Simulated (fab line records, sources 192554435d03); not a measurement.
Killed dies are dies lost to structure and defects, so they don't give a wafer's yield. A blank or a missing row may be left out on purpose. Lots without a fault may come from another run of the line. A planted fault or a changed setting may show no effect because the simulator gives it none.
Split-lot experiment | flow n5_finfet | 7 lots, 39 wafers read, on a route of 1938 steps

THE SPLIT
At N5_WELL_APT_IMPLANT_32, the setting energy_kev was moved away from the recipe's 50 on 15 of the 39 wafers read, by -4.8% to +15.9%. The other wafers ran this setting at the recipe's value.

The reading is taken at the split's own step.

THE READING
implant.drp_nm (the simulator's own value, which no gauge read), in nm, at N5_WELL_APT_IMPLANT_32. The file gives no usual value for it.

wafer  | tool, chamber at the split | energy_kev as run | against the recipe | implant.drp_nm, nm | against lot-mates on the recipe
L077.1 | implanter-01, 0            | 50                | recipe             | 18.55              | -
L077.2 | implanter-01, 0            | 50                | recipe             | 18.55              | -
L077.3 | implanter-01, 0            | 50                | recipe             | 18.55              | -
L077.4 | implanter-01, 0            | 47.59             | -4.8%              | 17.91              | -0.64
L077.5 | implanter-01, 0            | 47.59             | -4.8%              | 17.91              | -0.64
L077.6 | implanter-01, 0            | 47.59             | -4.8%              | 17.91              | -0.64
L083.1 | implanter-02, 0            | 50                | recipe             | 18.55              | -
L083.3 | implanter-02, 0            | 50                | recipe             | 18.55              | -
L083.5 | implanter-02, 0            | 50                | recipe             | 18.55              | -
L084.1 | implanter-01, 0            | 50                | recipe             | 18.55              | -
L084.2 | implanter-01, 0            | 50                | recipe             | 18.55              | -
L084.3 | implanter-01, 0            | 50                | recipe             | 18.55              | -
L084.4 | implanter-01, 0            | 50                | recipe             | 18.55              | -
L084.5 | implanter-01, 0            | 50                | recipe             | 18.55              | -
L084.6 | implanter-01, 0            | 50                | recipe             | 18.55              | -
L090.1 | implanter-02, 0            | 50                | recipe             | 18.55              | -
L090.4 | implanter-02, 0            | 50                | recipe             | 18.55              | -
L090.5 | implanter-02, 0            | 50                | recipe             | 18.55              | -
L090.2 | implanter-02, 0            | 53.97             | +7.9%              | 19.61              | +1.06
L090.3 | implanter-02, 0            | 53.97             | +7.9%              | 19.61              | +1.06
L090.6 | implanter-02, 0            | 53.97             | +7.9%              | 19.61              | +1.06
L092.1 | implanter-01, 0            | 54.3              | +8.6%              | 19.7               | +1.15
L092.5 | implanter-01, 0            | 54.3              | +8.6%              | 19.7               | +1.15
L092.6 | implanter-01, 0            | 54.3              | +8.6%              | 19.7               | +1.15
L092.2 | implanter-01, 0            | 50                | recipe             | 18.55              | -
L092.3 | implanter-01, 0            | 50                | recipe             | 18.55              | -
L092.4 | implanter-01, 0            | 50                | recipe             | 18.55              | -
L096.1 | implanter-01, 0            | 50                | recipe             | 18.55              | -
L096.3 | implanter-01, 0            | 50                | recipe             | 18.55              | -
L096.4 | implanter-01, 0            | 50                | recipe             | 18.55              | -
L096.2 | implanter-01, 0            | 55.47             | +10.9%             | 20.01              | +1.46
L096.5 | implanter-01, 0            | 55.47             | +10.9%             | 20.01              | +1.46
L096.6 | implanter-01, 0            | 55.47             | +10.9%             | 20.01              | +1.46
L097.1 | implanter-02, 0            | 57.96             | +15.9%             | 20.67              | +2.12
L097.5 | implanter-02, 0            | 57.96             | +15.9%             | 20.67              | +2.12
L097.6 | implanter-02, 0            | 57.96             | +15.9%             | 20.67              | +2.12
L097.2 | implanter-02, 0            | 50                | recipe             | 18.55              | -
L097.3 | implanter-02, 0            | 50                | recipe             | 18.55              | -
L097.4 | implanter-02, 0            | 50                | recipe             | 18.55              | -

THE FIT
A straight line over all 39 wafers: implant.drp_nm changes by +0.133 nm for each +1% of energy_kev; r = +1.00; the points scatter about the line by 0.0014 nm.
The same after taking each lot's own level away (the mean of its wafers on the recipe; 39 wafers): +0.133 nm for each +1%; r = +1.00; scatter 0.0014 nm.
On that fit, the largest move of energy_kev shifts the reading by 2.1 nm.
The lots' own levels span 18.550 to 18.550 nm.
So the lot-to-lot level changes the slope little: the two slopes agree.
Check: with one of the wafers moved furthest among these (+15.9%) left out of the fit, the line predicts +2.12 nm for it against its lot-mates. It came out at +2.12 nm against them.

THE WHOLE CHAIN: every reading that the file lists as answering this split, in the file's order
step                   | what it does | reading                                                         | change (the file's fit)               | r (the file's)
N5_WELL_APT_IMPLANT_32 |              | implant.rp_nm (the simulator's own value, which no gauge read)  | +0.372 nm for each +1% of the setting | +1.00
N5_WELL_APT_IMPLANT_32 |              | implant.drp_nm (the simulator's own value, which no gauge read) | +0.133 nm for each +1% of the setting | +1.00

THE FILE'S OWN FIT
implant.drp_nm changes by +0.133 nm for each +1% of energy_kev, r = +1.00.
